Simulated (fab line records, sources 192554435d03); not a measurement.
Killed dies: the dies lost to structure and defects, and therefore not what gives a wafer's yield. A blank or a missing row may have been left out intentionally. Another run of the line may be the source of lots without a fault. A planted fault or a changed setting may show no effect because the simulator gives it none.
fab line records | flow n5Finfet
record lots=4 | wafers=12 | lastDay=17
route steps=1938 shown SD_EPI_P@318 SD_ACTIVATION@330 ILD0@335 SDB@347 BEOL_M4@1111 PASSIVATION@1936
lots that met no fault: taken from a fault-free run of the same line
startH: start of the lot's first displayed wafer, in hours after the record's first day | waitH: hours since the lot's step before | " the same as in the row above | L1.1+2: one row covering several wafers at once | - no value, or no start given | * or withheld: withheld | < > ~ a bound
route shown NAME@n: names a module that has steps shown in the file, with the first one's number in the route | usual: mean/standard deviation of fault-free wafers | same: alike in all rows | chamber/n: place in a boat | sites: each site's reading | _std_site: the values' standard deviation | _edge_site: inner sites' mean taken away from outer sites' mean | radiusMm: how far each site lies from the wafer's centre | mask NAME#n: copy n | behind: the tool/chamber that last shaped the wafer | hold: reason for holding the lot/hours on hold/outcome of the hold | device: names the non-switching transistor (n, p or np) | end of line: the route-end tests of the same wafers | where a step has no rows: the recipe by itself | killed: dies lost to structure and defects at the first sort, not the wafer's yield | map: shows each die of a wafer: x if killed, . if not, _ if none is there
set.NAME: the run value of the setting; set.NAME@STEP: its run value at that earlier step | model.NAME: the simulator's own value behind a step, which no gauge read
a table for each step, a row for each wafer; lots at some steps of the route
## steps
# step N5_SD_EPI_P_SRD_20
# recipe dry=ipaMarangoni | doPpb=5 | timeS=30 | tempC=23 | rinseLiquid=diw
# step N5_SD_EPI_P_PRECLEAN_51
# recipe chemistry=NF3:NH3 | afsCycles=1 | tempC=30 | timeS=20 | sublimationTempC=180 | sublimationTimeS=60 | pressureTorr=3 | rfPowerW=30
# step N5_SD_EPI_P_VAPOR_ETCH_44
# recipe chemistry=NF3/Ar | target=SiGe30 | tempC=25 | timeS=3.3 | mode=isotropic
# step N5_SD_EPI_P_EPI_21
# recipe material=SiGe:B | dopant=B | tempC=550 | pressureTorr=20 | ambient=H2 | timeS=355
# step N5_SD_EPI_P_HM_STRIP_48
# recipe chemistry=H3PO4 | tempC=160 | material=SiNx | target=SiNx | targetDepthA=30 | overetchFraction=0.3
# step N5_SD_EPI_P_SRD_49
# recipe dry=ipaMarangoni | timeS=30 | tempC=23 | rinseLiquid=diw
# step N5_SD_EPI_P_PRECLEAN_24
# recipe chemistry=O3/DIW | timeS=45 | tempC=22 | o3Ppm=10
# step N5_SD_EPI_P_PRECLEAN_32
# recipe chemistry=dHF | timeS=10 | dilution=500:1 | tempC=25
# step N5_SD_EPI_P_PRECLEAN_33
# recipe chemistry=SC2 | timeS=45 | tempC=35 | mix=1:1:50
# step N5_SD_EPI_P_SRD_25
# recipe timeS=30 | tempC=23 | rinseLiquid=diw | dry=ipaMarangoni
# step N5_SD_ACTIVATION_RTA_00
# recipe tempC=975 | timeS=0 | ambient=N2 | idleTempC=600 | rampUpCPerS=150 | rampDownCPerS=60 | coolToC=600
# usual lampPowerPct=8.96/0.053 | lamp_zone_1_pct=8.950/0.023 | lamp_zone_2_pct=8.950/0.022 | lamp_zone_3_pct=8.950/0.021 | lamp_zone_4_pct=8.949/0.021 | lamp_zone_5_pct=8.954/0.024 | lamp_zone_6_pct=8.882/0.022 | lamp_zone_7_pct=9.350/0.023 | wafer_temp_C_max=974.7/2
lot.wafer | tool         | chamber | startH | waitH | lampPowerPct | lamp_zone_1_pct | lamp_zone_2_pct | lamp_zone_3_pct | lamp_zone_4_pct | lamp_zone_5_pct | lamp_zone_6_pct | lamp_zone_7_pct | wafer_temp_C_max
L364.2    | rtpAnneal-01 | 0       | 92.82  | 0.1   | 8.97         | 8.998           | 8.974           | 8.968           | 8.961           | 8.901           | 8.840           | 9.348           | 977.1
L364.4    | "            | 0       | "      | "     | 8.88         | 8.971           | 8.968           | 8.928           | 8.921           | 8.995           | 8.876           | 9.327           | 973.9
L364.5    | "            | 0       | "      | "     | 8.90         | 8.959           | 8.947           | 8.907           | 8.932           | 8.935           | 8.846           | 9.346           | 976.1
L367.3    | rtpAnneal-01 | 0       | 112.85 | 0.1   | 10.08        | 10.005          | 10.011          | 9.972           | 10.026          | 10.026          | 9.984           | 10.447          | 973.0
L367.5    | "            | 0       | "      | "     | 10.03        | 9.968           | 10.017          | 10.050          | 10.008          | 9.973           | 9.924           | 10.434          | 974.8
L367.6    | "            | 0       | "      | "     | 10.02        | 10.010          | 9.993           | 9.967           | 9.965           | 10.050          | 9.948           | 10.439          | 972.2
L369.1    | rtpAnneal-01 | 0       | 127.37 | 0.0   | 9.98         | 9.966           | 9.987           | 9.993           | 9.995           | 9.987           | 9.931           | 10.452          | 978.3
L369.4    | "            | 0       | "      | "     | 10.02        | 10.005          | 9.979           | 9.995           | 9.978           | 10.010          | 9.903           | 10.480          | 972.4
L369.5    | "            | 0       | "      | "     | 10.13        | 10.003          | 10.005          | 9.970           | 10.029          | 10.000          | 9.918           | 10.476          | 976.3
L376.1    | rtpAnneal-02 | 0       | 166.65 | 0.0   | 8.97         | 8.933           | 8.943           | 8.959           | 8.939           | 8.979           | 8.886           | 9.353           | 973.8
L376.2    | "            | 0       | "      | "     | 8.96         | 8.930           | 8.955           | 8.948           | 8.951           | 8.943           | 8.892           | 9.329           | 977.9
L376.5    | "            | 0       | "      | "     | 8.91         | 8.930           | 8.963           | 8.948           | 8.984           | 8.963           | 8.904           | 9.373           | 974.7
# step N5_SD_ACTIVATION_LSA_01
# recipe tempC=1080 | timeS=0.0008 | ambient=N2
# step N5_ILD0_LINER_00
# recipe material=SiNx | targetThkA=40 | tempC=400 | aldPrecursorFamily=SiH2I2 | aldCoReactant=N2/H2-plasma | pulseTimeS=1 | purgeTimeS=2 | coReactantPurgeTimeS=2 | aldCycles=80 | pressureTorr=2
# step N5_ILD0_FCVD_FILL_01
# recipe material=SiO2_flowable | targetThkA=2000 | tempC=100 | pressureTorr=0.8 | rfW=2000 | timeS=328.3
# step N5_ILD0_CURE_02
# recipe tempC=450 | timeS=1800 | ambient=steam | idleTempC=400 | rampUpCPerMin=5 | rampDownCPerMin=3 | densificationPH2oTorr=640
# step N5_ILD0_CMP_03
# recipe stopOn=SiNx | tOverpolishS=1.9 | postCmpClean=alkalineBrush | downForcePsi=4.1491 | platenRpm=51.796 | padVelocityMS=1.0306 | targetThkNm=197.38
# step N5_ILD0_CMP_07
# recipe stopOn=poly-Si | material=SiO2_flowable | tOverpolishS=1.18 | postCmpClean=alkalineBrush | downForcePsi=4.1491 | platenRpm=51.796 | padVelocityMS=1.0306 | targetThkNm=138.88
# step N5_ILD0_PRECLEAN_10
# recipe chemistry=NF3:NH3 | afsCycles=5 | timeS=20 | tempC=30 | sublimationTempC=180 | sublimationTimeS=60 | pressureTorr=3 | rfPowerW=30
# step N5_ILD0_ALD_15
# recipe material=SiNx | targetThkA=240 | tempC=400 | aldPrecursorFamily=SiH2I2 | aldCoReactant=N2/H2-plasma | pulseTimeS=1 | aldCycles=480 | purgeTimeS=2 | coReactantPurgeTimeS=2 | pressureTorr=2
# step N5_ILD0_CMP_12
# recipe stopOn=poly-Si | material=SiNx | tOverpolishS=6 | postCmpClean=alkalineBrush | downForcePsi=2.5 | platenRpm=51.8 | padVelocityMS=1.0307 | targetThkNm=17.67
# step N5_SDB_HM_DEP_00
# recipe material=SiNx | targetThkA=400 | tempC=400 | precursor=SiH4/NH3/N2 | pressureTorr=1.5 | rfW=300 | timeS=35.3
# step N5_SDB_COAT_03
# recipe resist=SOC | tempC=250 | timeS=60 | spinRpm=1500 | resistThkNm=100
# step N5_SDB_COAT_04
# recipe resist=SiARC | tempC=220 | timeS=60 | spinRpm=1500 | resistThkNm=18
# step N5_SDB_COAT_05
# recipe resist=CAR-ArF | spinRpm=1500 | resistThkNm=90
# step N5_SDB_EBR_07
# recipe solvent=PGMEA | ebrWidthMm=1.5
# step N5_SDB_SOFTBAKE_06
# recipe tempC=110 | timeS=60 | resist=CAR-ArF
# step N5_SDB_EXPOSE_08
# recipe maskId=SDB | na=1.35 | sourceShape=conventional | sigmaOuter=0.5 | polarization=unpolarized | doseMj=49.6
# step N5_SDB_PEB_09
# recipe pebTempC=withheld | pebTimeS=60 | resist=CAR-ArF
# step N5_SDB_DEVELOP_10
# recipe developTimeS=30 | developer=TMAH | resist=CAR-ArF | rinseLiquid=diw | dry=airSpin | devTempC=23
# step N5_SDB_DESCUM_16
# recipe chemistry=O2 | timeS=7.9 | sourcePowerW=50 | biasPowerW=20 | pressureMtorr=20 | rfFrequencyHz=2.712e+07 | tempC=40 | resist=CAR-ArF | o2FlowSccm=225
# step N5_BEOL_M4_RC_MEAS_101
# usual CJ_N=4.35/0.1 | DIBL_N=37.1/1.8 | DIBL_P=37.2/2.1 | EOT_N=10.54/0.086 | IGATE_N=0.0131/0.0015 | IOFF_N=0.17/0.033 | IOFF_N_85C=3.3/0.53 | IOFF_N_LIN=0.078/0.012 | IOFF_N_LONG=5.47e-05/2.6e-06 | IOFF_P=0.22/0.037 | IOFF_P_85C=3.7/0.53 | IOFF_P_LIN=0.100/0.014 | ION_N=680/11 | ION_P=464/7.7 | RC_DENSE_N=19.0/0.47 | RC_N=15.4/0.38 | REXT_N=75.2/1.9 | REXT_P=100.9/2.7 | RS_SD_N=28.3/0.31 | SS_N=71.7/0.63 | SS_P=73.6/0.67 | VT_N=248.9/2.9 | VT_N_LONG=275.3/1.8 | VT_N_LVT=97/3 | VT_P=-251/3.6 | VT_P_LVT=-99/3.1
lot.wafer | tool      | chamber | startH | waitH | CJ_N | DIBL_N[mV/V] | DIBL_P[mV/V] | EOT_N | IGATE_N[nA/um] | IOFF_N[nA/um] | IOFF_N_85C[nA/um] | IOFF_N_LIN[nA/um] | IOFF_N_LONG[nA/um] | IOFF_P[nA/um] | IOFF_P_85C[nA/um] | IOFF_P_LIN[nA/um] | ION_N[uA/um] | ION_P[uA/um] | RC_DENSE_N[ohm.um] | RC_N[ohm.um] | REXT_N[ohm.um] | REXT_P[ohm.um] | RS_SD_N[ohm/sq] | SS_N[mV/dec] | SS_P[mV/dec] | VT_N[mV] | VT_N_LONG[mV] | VT_N_LVT[mV] | VT_P[mV] | VT_P_LVT[mV]
L364.2    | prober-02 | 0       | 211.42 | 0.2   | 4.46 | 38.2         | 37.1         | 10.52 | 0.0134         | 0.18          | 3.5               | 0.079             | 5.26e-05           | 0.19          | 3.5               | 0.092             | 684          | 457          | 19.1               | 15.5         | 73.1           | 106.6          | 28.6            | 72.2         | 73.9         | 249.7    | 276.3         | 96           | -256     | -101
L364.4    | "         | 0       | "      | "     | 4.26 | 39.2         | 40.0         | 10.52 | 0.0134         | 0.21          | 3.8               | 0.089             | 5.15e-05           | 0.24          | 4.2               | 0.108             | 687          | 463          | 19.2               | 15.8         | 73.8           | 106.7          | 27.4            | 71.6         | 74.4         | 246.9    | 274.4         | 95           | -249     | -100
L364.5    | "         | 0       | "      | "     | 4.24 | 36.3         | 35.4         | 10.59 | 0.0126         | 0.14          | 2.7               | 0.064             | 5.08e-05           | 0.17          | 3.2               | 0.085             | 666          | 456          | 19.2               | 15.6         | 74.5           | 105.5          | 28.2            | 71.2         | 73.2         | 254.0    | 278.3         | 100          | -253     | -104
L367.3    | prober-01 | 0       | 235.60 | 0.3   | -    | -            | 50.5         | -     | -              | -             | -                 | -                 | -                  | 0.90          | 12.1              | 0.319             | -            | 523          | -                  | -            | -              | 87.3           | -               | -            | 75.6         | -        | -             | -            | -227     | -73
L367.5    | "         | 0       | "      | "     | -    | -            | 49.4         | -     | -              | -             | -                 | -                 | -                  | 0.81          | 11.2              | 0.303             | -            | 521          | -                  | -            | -              | 88.4           | -               | -            | 75.4         | -        | -             | -            | -228     | -74
L367.6    | "         | 0       | "      | "     | 4.28 | 201.8        | 50.5         | 10.61 | 0.0121         | 950.67        | 4505.3            | 42.289            | 8.43e-05           | 0.92          | 12.3              | 0.331             | 1113         | 525          | 17.1               | 13.9         | 48.5           | 86.6           | 27.1            | 148.5        | 75.5         | 97.0     | 275.1         | -55          | -224     | -73
L369.1    | prober-01 | 0       | 240.83 | 0.0   | -    | -            | 47.3         | -     | -              | -             | -                 | -                 | -                  | 0.67          | 9.5               | 0.270             | -            | 512          | -                  | -            | -              | 83.3           | -               | -            | 74.4         | -        | -             | -            | -229     | -77
L369.4    | "         | 0       | "      | "     | -    | -            | 50.8         | -     | -              | -             | -                 | -                 | -                  | 0.95          | 12.8              | 0.344             | -            | 528          | -                  | -            | -              | 82.0           | -               | -            | 76.2         | -        | -             | -            | -226     | -72
L369.5    | "         | 0       | "      | "     | -    | -            | 52.0         | -     | -              | -             | -                 | -                 | -                  | 1.08          | 14.1              | 0.361             | -            | 527          | -                  | -            | -              | 80.8           | -               | -            | 76.5         | -        | -             | -            | -223     | -73
L376.1    | prober-01 | 0       | 286.63 | 0.3   | 4.40 | 35.1         | 36.7         | 10.53 | 0.0131         | 0.14          | 2.9               | 0.071             | 5.68e-05           | 0.20          | 3.5               | 0.094             | 674          | 461          | 19.1               | 15.5         | 76.7           | 101.0          | 28.0            | 70.9         | 73.1         | 250.6    | 274.5         | 98           | -250     | -99
L376.2    | "         | 0       | "      | "     | 4.48 | 37.7         | 39.0         | 10.39 | 0.0142         | 0.19          | 3.6               | 0.085             | 5.7e-05            | 0.24          | 4.0               | 0.108             | 686          | 472          | 18.5               | 15.0         | 75.3           | 99.4           | 28.3            | 71.8         | 74.3         | 246.5    | 276.9         | 95           | -247     | -95
L376.5    | "         | 0       | "      | "     | 4.40 | 35.5         | 37.1         | 10.51 | 0.0135         | 0.15          | 3.0               | 0.072             | 5.62e-05           | 0.21          | 3.6               | 0.098             | 673          | 466          | 18.9               | 15.3         | 76.3           | 99.9           | 28.4            | 71.5         | 73.5         | 249.9    | 273.3         | 98           | -249     | -98
# step N5_PASSIVATION_PROBE_49
# usual defectLimitedYield=91.7/1.5 | killed_at_M0_to_M3=32/10 | killed_at_M4_up=14/5.3 | killedAtContacts=13/5.7 | killedAtFrontEnd=37/10 | killedAtOther=3.3/2.5 | killedDies=98/18 | killedOpen=65/13 | killedShort=31/7.5 | sort_bin_4_leakage=0.00/0.0099 | sort_bin_5_function=4.9/0.91 | sort_bin_6_memory=3.1/0.71 | sort_bin_8_speed=0.00/0.017 | sortNPass=1082/18 | sortYieldPct=91.7/1.5
# same grossDies=1180 | killedAtBackSide=0
lot.wafer | tool      | chamber | startH | waitH | defectLimitedYield[%] | killed_at_M0_to_M3 | killed_at_M4_up | killedAtContacts | killedAtFrontEnd | killedAtOther | killedDies | killedOpen | killedShort | sort_bin_4_leakage[%] | sort_bin_5_function[%] | sort_bin_6_memory[%] | sort_bin_8_speed[%] | sortNPass | sortYieldPct[%]
L364.2    | prober-02 | -       | 327.95 | 0.1   | 92.9                  | 23                 | 10              | 13               | 34               | 4             | 84         | 61         | 22          | 0                     | 4.0                    | 2.7                  | 0.08                | 1096      | 92.9
L364.4    | prober-02 | -       | 328.05 | 0.2   | 92.5                  | 29                 | 18              | 17               | 21               | 4             | 89         | 64         | 24          | 0                     | 5.0                    | 2.5                  | 0                   | 1091      | 92.5
L364.5    | prober-02 | -       | 328.10 | 0.2   | 94.6                  | 27                 | 9               | 6                | 19               | 3             | 64         | 41         | 21          | 0                     | 3.1                    | 2.3                  | 0                   | 1116      | 94.6
L367.3    | prober-01 | -       | 342.19 | 0.1   | 92.4                  | 34                 | 11              | 9                | 34               | 2             | 90         | 57         | 33          | 92.37                 | 4.8                    | 2.6                  | 0                   | 0         | 0
L367.5    | prober-01 | -       | 342.29 | 0.2   | 90.3                  | 62                 | 14              | 13               | 24               | 2             | 115        | 70         | 45          | 90.25                 | 4.9                    | 4.6                  | 0                   | 0         | 0
L367.6    | prober-01 | -       | 342.34 | 0.3   | 92.3                  | 27                 | 18              | 10               | 35               | 1             | 91         | 54         | 36          | 92.29                 | 4.6                    | 2.9                  | 0                   | 0         | 0
L369.1    | prober-01 | -       | 342.40 | 0.0   | 93.2                  | 36                 | 9               | 10               | 14               | 11            | 80         | 52         | 28          | 93.22                 | 4.1                    | 2.5                  | 0                   | 0         | 0
L369.4    | prober-01 | -       | 342.55 | 0.2   | 91.7                  | 35                 | 10              | 11               | 36               | 6             | 98         | 62         | 36          | 91.69                 | 4.7                    | 3.4                  | 0                   | 0         | 0
L369.5    | prober-01 | -       | 342.60 | 0.2   | 91.7                  | 30                 | 9               | 10               | 42               | 7             | 98         | 61         | 32          | 91.69                 | 4.7                    | 3.2                  | 0                   | 0         | 0
L376.1    | prober-02 | -       | 398.97 | 0.0   | 92.9                  | 34                 | 9               | 15               | 21               | 5             | 84         | 56         | 28          | 0                     | 3.6                    | 3.3                  | 0                   | 1096      | 92.9
L376.2    | prober-02 | -       | 399.02 | 0.1   | 93.6                  | 30                 | 6               | 13               | 24               | 2             | 75         | 52         | 23          | 0                     | 4.1                    | 1.9                  | 0                   | 1105      | 93.6
L376.5    | prober-02 | -       | 399.17 | 0.2   | 93.4                  | 29                 | 10              | 9                | 28               | 2             | 78         | 47         | 30          | 0                     | 4.2                    | 2.1                  | 0                   | 1102      | 93.4
# killed by level:class
L364.2 MOL_CONTACT_COAG:geometricParticle:open=11 FIN_SAQP:geometricParticle:open=9 BEOL_M0_SAQP:geometricParticle:open=7 GATE_CUT:geometricParticle:open=6 DUMMY_GATE:geometricParticle:open=5 BEOL_M0_SAQP:geometricParticle:short=4 BEOL_M4:geometricParticle:open=4 STARTING-WAFER:geometricParticle:open=4
L364.4 MOL_CONTACT_COAG:geometricParticle:open=12 BEOL_M4:geometricParticle:open=11 BEOL_M2:geometricParticle:open=10 BEOL_M3:geometricParticle:open=7 MOL_CONTACT_COAG:geometricParticle:short=5 GATE_CUT:geometricParticle:short=4 BEOL_M0_SAQP:geometricParticle:short=4 BEOL_M0_SAQP:geometricParticle:open=4
L364.5 BEOL_M0_SAQP:geometricParticle:open=6 BEOL_M2:geometricParticle:open=6 MOL_CONTACT_COAG:geometricParticle:open=4 BEOL_M0_SAQP:geometricParticle:short=4 DUMMY_GATE:geometricParticle:open=3 BEOL_M1:geometricParticle:short=3 BEOL_M3:geometricParticle:open=3 FIN_SAQP:geometricParticle:open=2
L367.3 FIN_SAQP:geometricParticle:open=14 MOL_CONTACT_COAG:geometricParticle:open=9 BEOL_M0_SAQP:geometricParticle:short=7 BEOL_M0_SAQP:geometricParticle:open=6 BEOL_M3:geometricParticle:short=5 FIN_SAQP:geometricParticle:short=4 BEOL_M1:geometricParticle:open=4 BEOL_M2:geometricParticle:open=4
L367.5 BEOL_M0_SAQP:geometricParticle:short=17 BEOL_M0_SAQP:geometricParticle:open=17 MOL_CONTACT_COAG:geometricParticle:open=10 BEOL_M3:geometricParticle:short=9 STI_FIN_REVEAL:geometricParticle:open=7 BEOL_M2:geometricParticle:open=5 BEOL_M3:geometricParticle:open=5 BEOL_M4:geometricParticle:open=5
L367.6 FIN_SAQP:geometricParticle:short=11 FIN_SAQP:geometricParticle:open=9 MOL_CONTACT_COAG:geometricParticle:open=5 MOL_CONTACT_COAG:geometricParticle:short=5 BEOL_M0_SAQP:geometricParticle:open=5 BEOL_M1:geometricParticle:open=5 BEOL_M2:geometricParticle:open=5 BEOL_M3:geometricParticle:short=4
L369.1 BEOL_M0_SAQP:geometricParticle:open=16 BEOL_M0_SAQP:geometricParticle:short=11 MOL_CONTACT_COAG:geometricParticle:open=8 BEOL_M5:geometricParticle:open=5 FIN_SAQP:geometricParticle:open=4 GATE_CUT:geometricParticle:short=4 BEOL_M3:geometricParticle:open=4 MIM_BOT:geometricParticle:open=3
L369.4 FIN_SAQP:geometricParticle:open=16 BEOL_M0_SAQP:geometricParticle:short=15 BEOL_M0_SAQP:geometricParticle:open=14 MOL_CONTACT_COAG:geometricParticle:open=9 BEOL_M4:geometricParticle:open=6 BEOL_M3:geometricParticle:open=5 FIN_SAQP:geometricParticle:short=4 ILD0:geometricParticle:short=3
L369.5 FIN_SAQP:geometricParticle:open=15 BEOL_M0_SAQP:geometricParticle:short=11 FIN_SAQP:geometricParticle:short=8 MOL_CONTACT_COAG:geometricParticle:open=8 BEOL_M0_SAQP:geometricParticle:open=7 STI_FIN_REVEAL:geometricParticle:open=5 BEOL_M2:geometricParticle:open=4 HKMG_FIN:areaEtch=4
L376.1 MOL_CONTACT_COAG:geometricParticle:open=12 BEOL_M0_SAQP:geometricParticle:open=10 STI_FIN_REVEAL:geometricParticle:open=9 BEOL_M0_SAQP:geometricParticle:short=9 BEOL_M2:geometricParticle:open=8 MOL_CONTACT_COAG:geometricParticle:short=3 BEOL_M1:geometricParticle:open=3 BEOL_M1:geometricParticle:short=3
L376.2 MOL_CONTACT_COAG:geometricParticle:open=11 BEOL_M2:geometricParticle:open=9 BEOL_M0_SAQP:geometricParticle:short=8 STI_FIN_REVEAL:geometricParticle:open=6 FIN_CUT:geometricParticle:open=4 BEOL_M0_SAQP:geometricParticle:open=4 STI_FIN_REVEAL:geometricParticle:short=3 GATE_CUT:geometricParticle:open=3
L376.5 MOL_CONTACT_COAG:geometricParticle:open=7 STARTING-WAFER:geometricParticle:short=7 BEOL_M0_SAQP:geometricParticle:short=6 BEOL_M0_SAQP:geometricParticle:open=5 DUMMY_GATE:geometricParticle:open=5 BEOL_M2:geometricParticle:open=5 STI_FIN_REVEAL:geometricParticle:open=4 BEOL_M3:geometricParticle:open=4
# map L367.5 (x killed, . not)
_________________.....xx.....________________
______________.................._____________
___________......xx.....xx.........__________
__________.......xx....x..........xx_________
________....................x........._______
_______x..xx..................x........______
______.........x.........x......xx......_____
_____x........x...x..............x.......____
____............x...x........x.....x......___
___x.x.........x............x..............__
___..x..x.............x........x..x........__
__.........x..................x.........x..._
__x...................x......xx.........x..._
_........x.........x................x........
_.........x..........x.....xx......x..x.....x
_...x............x....x....x....x....xx....x.
_..........................x..x.......x......
_....x................x..........x.....x.....
_.....................................x.x....
_...........................xx...x.........xx
_.................x..............x...........
__.x........x..........x.xxx............x..._
__.....................x.x............x....._
___........x...............................__
___......x..............x..x..............x__
____..........x........................x..___
_____.x.........................x..x...x.____
______..............x.xx................_____
_______.....x......x..x.............x..______
________......x..............x....x..._______
__________.....x...................._________
___________..x......xx..........x..__________
______________.................._____________
_________________............________________
# map L369.4 (x killed, . not)
_________________.......x....________________
______________....x...x........._____________
___________.........x...x..........__________
__________...........x.............._________
________..x..........................._______
_______...........x....................______
______.....x........x...............x.x._____
_____..x................x................____
____..........................x...x.......___
___........................................__
___........................................__
__.......................................x.._
__.....x................x...........x..x...._
_......x..x.....x..........................x.
_.........x..x.x..............x..........x...
_.......x.......................x.......x....
_.....................x.x..xx.x..x.....x.....
_.........x..............x.......x...........
_...x.x.x....x........x.......x....x......x..
_x...............x.x..........x...xx.........
_.................................x..........
__...........x...................x.......x.._
__......x.................xx..x............._
___....x.............x.....................__
___......x...........................xx....__
____.....x.....................x..........___
_____......x.x......x..............x.....____
______..x.....x....x.......x......xx...._____
_______.x..............................______
________..x.............x.xx.........._______
__________x.x................x......_________
___________x...............x.x.....__________
______________x....x......x....._____________
_________________..x........x________________
## key
firstSign step=N5_SD_ACTIVATION_RTA_00 | reading=lamp_zone_3_pct | direction=up | sigmas=51 | usual=* | struck=*
effect step=N5_SD_ACTIVATION_RTA_00 | reading=lamp_zone_4_pct | direction=up | sigmas=51 | usual=* | struck=*
effect step=N5_BEOL_M4_RC_MEAS_101 | reading=IOFF_P | direction=up | sigmas=18 | usual=0.22 | struck=0.89
effect step=N5_BEOL_M4_RC_MEAS_101 | reading=IOFF_P_LIN | direction=up | sigmas=16 | usual=0.100 | struck=0.321
effect step=N5_BEOL_M4_RC_MEAS_101 | reading=IOFF_P_85C | direction=up | sigmas=16 | usual=3.7 | struck=12.0
effect step=N5_BEOL_M4_RC_MEAS_101 | reading=VT_P_LVT | direction=up | sigmas=8.1 | usual=-99 | struck=-74
effect step=N5_BEOL_M4_RC_MEAS_101 | reading=ION_P | direction=up | sigmas=7.6 | usual=464 | struck=523
effect step=N5_BEOL_M4_RC_MEAS_101 | reading=VT_P | direction=up | sigmas=6.9 | usual=-251 | struck=-226
effect step=N5_BEOL_M4_RC_MEAS_101 | reading=DIBL_P | direction=up | sigmas=6.2 | usual=37.2 | struck=50.1
effect step=N5_BEOL_M4_RC_MEAS_101 | reading=REXT_P | direction=down | sigmas=6 | usual=100.9 | struck=84.7
effect step=N5_BEOL_M4_RC_MEAS_101 | reading=SS_P | direction=up | sigmas=3.1 | usual=73.6 | struck=75.6
effect step=N5_BEOL_M4_RC_MEAS_101 | reading=CJ_N | direction=missing
effect step=N5_BEOL_M4_RC_MEAS_101 | reading=DIBL_N | direction=missing
effect step=N5_BEOL_M4_RC_MEAS_101 | reading=EOT_N | direction=missing
effect step=N5_PASSIVATION_PROBE_49 | reading=sort_bin_4_leakage | direction=up | sigmas=99+ | usual=0.00 | struck=91.92
metAt N5_SD_ACTIVATION_RTA_00
struckWafers L367.3,L367.5,L367.6,L369.1,L369.4,L369.5
onsetBetween 92.82 112.85
fault kind=processParameterDrift | tool=rtpAnneal-01 | chamber=- | onsetH=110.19 | steps=N5_SD_ACTIVATION_RTA_00 | channel=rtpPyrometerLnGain | offset=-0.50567 | shape=step | endH=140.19
